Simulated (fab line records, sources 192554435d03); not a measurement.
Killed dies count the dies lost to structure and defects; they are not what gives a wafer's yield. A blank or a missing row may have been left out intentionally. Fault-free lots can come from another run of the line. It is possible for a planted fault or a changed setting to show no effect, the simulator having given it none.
Split-lot trial	flow n5Finfet	39 wafers read from 7 lots, route of 1938 steps

## ABOUT THE SPLIT
At N5_PASSIVATION_ETCH_54 (etches SiO2 in CHF3/O2, target depth 880 nm, time 440 s), the setting timeS was moved away from the recipe's 440 s on 15 of the 39 wafers read, by -56.4% to +35.8%. This setting was run at the recipe's value on the other wafers.

The reading comes from the split's own step.

## THE READING
PASSIVATION.featureDepthNm (the simulator's own value, which no gauge read), in nm, at N5_PASSIVATION_ETCH_54 (etches SiO2 in CHF3/O2, target depth 880 nm, time 440 s). The file gives no usual value for it. Average 874.5 nm, standard deviation 25 nm, over the 24 wafers here run with the recipe.

wafer	tool, chamber at the split	timeS as run, s	against the recipe	PASSIVATION.featureDepthNm, nm	against lot-mates on the recipe
L077.1	rieDiel-01, 3	320	-27.3%	647.8	-211.0
L077.2	rieDiel-01, 2	440	recipe	871	-
L077.3	rieDiel-01, 0	440	recipe	836.6	-
L077.4	rieDiel-01, 1	320	-27.3%	612.4	-246.4
L077.5	rieDiel-01, 2	440	recipe	868.8	-
L077.6	rieDiel-01, 3	320	-27.3%	644.4	-214.4
L083.1	rieDiel-02, 1	235.1	-46.6%	466	-432.9
L083.2	rieDiel-02, 2	440	recipe	914.6	-
L083.3	rieDiel-02, 3	440	recipe	899.8	-
L083.4	rieDiel-02, 0	440	recipe	882.4	-
L083.5	rieDiel-02, 1	235.1	-46.6%	468	-430.9
L083.6	rieDiel-02, 2	235.1	-46.6%	486	-412.9
L088.1	rieDiel-01, 0	597.6	+35.8%	1110	+259.7
L088.2	rieDiel-01, 3	597.6	+35.8%	1221	+370.7
L088.3	rieDiel-01, 2	440	recipe	869.2	-
L088.4	rieDiel-01, 3	597.6	+35.8%	1218	+367.7
L088.5	rieDiel-01, 0	440	recipe	816	-
L088.6	rieDiel-01, 2	440	recipe	865.8	-
L089.1	rieDiel-02, 1	440	recipe	873.2	-
L089.2	rieDiel-02, 3	191.7	-56.4%	379.8	-504.5
L089.3	rieDiel-02, 2	440	recipe	910.8	-
L089.4	rieDiel-02, 0	440	recipe	868.8	-
L089.5	rieDiel-02, 0	191.7	-56.4%	379.2	-505.1
L089.6	rieDiel-02, 1	191.7	-56.4%	378.2	-506.1
L095.4	rieDiel-02, 0	440	recipe	872.8	-
L095.5	rieDiel-02, 2	440	recipe	909	-
L095.6	rieDiel-02, 1	440	recipe	870.2	-
L094.1	rieDiel-02, 2	440	recipe	900.4	-
L094.2	rieDiel-02, 0	440	recipe	876.6	-
L094.3	rieDiel-02, 1	440	recipe	859.4	-
L094.4	rieDiel-02, 3	440	recipe	879.6	-
L094.5	rieDiel-02, 2	440	recipe	904.8	-
L094.6	rieDiel-02, 3	440	recipe	877.8	-
L097.1	rieDiel-03, 3	298.8	-32.1%	598	-255.7
L097.2	rieDiel-03, 2	440	recipe	835.6	-
L097.3	rieDiel-03, 1	298.8	-32.1%	611.2	-242.5
L097.4	rieDiel-03, 2	440	recipe	831.6	-
L097.5	rieDiel-03, 3	298.8	-32.1%	592.4	-261.3
L097.6	rieDiel-03, 1	440	recipe	894	-

THE FIT
A straight line over all 39 wafers: PASSIVATION.featureDepthNm changes by +8.68 nm for each +1% of timeS; r = +0.99; the points scatter about the line by 26 nm.
The same after taking each lot's own level away (the mean of its wafers on the recipe; 39 wafers): +8.92 nm for each +1%; r = +0.99; scatter 25 nm.
That fit puts the effect of the largest move of timeS on the reading at 5e+02 nm.
From 850.33 to 898.93 nm: that is the span of the lots' own levels, equal to 1.9 times the standard deviation above.
The two slopes agree, so the slope changes little with the lot-to-lot level.
Check: -498 nm against its lot-mates is what the line predicts for one of the wafers moved furthest among these (-56.4%) when that wafer is left out of the fit. Against them it came out at -504 nm.

## THESE WAFERS: OTHER SPLITS
Other splits were also applied to these wafers ahead of the reading. Each is held against what the fit with the lots' levels taken away leaves over:
other split on the same wafers	wafers away from the commonest value	r with PASSIVATION.featureDepthNm (lot level and that fit taken away)
N5_BEOL_M2_DESCUM_16 timeS	15	-0.11
N5_BEOL_M6_ETCH_62 timeS	9	+0.14
N5_BEOL_M7_DEP_56 timeS	15	-0.39
N5_BEOL_M12_SPUTTER_43 timeS	12	-0.17
N5_MIM_TOP_LITHO_DEVELOP_07 developTimeS	12	-0.05

## THE WHOLE CHAIN: every reading that the file lists as answering this split, in the file's order
step	what it does	reading	change (the file's fit)	r (the file's)
N5_PASSIVATION_ETCH_54	etches SiO2 in CHF3/O2, target depth 880 nm, time 440 s	etch.depthNm (the simulator's own value, which no gauge read)	+8.86 nm for each +1% of the setting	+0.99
N5_PASSIVATION_ETCH_54	etches SiO2 in CHF3/O2, target depth 880 nm, time 440 s	PASSIVATION.featureDepthNm (the simulator's own value, which no gauge read)	+8.86 nm for each +1% of the setting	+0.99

## FILE'S OWN FIT
PASSIVATION.featureDepthNm changes by +8.86 nm for each +1% of timeS, r = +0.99.
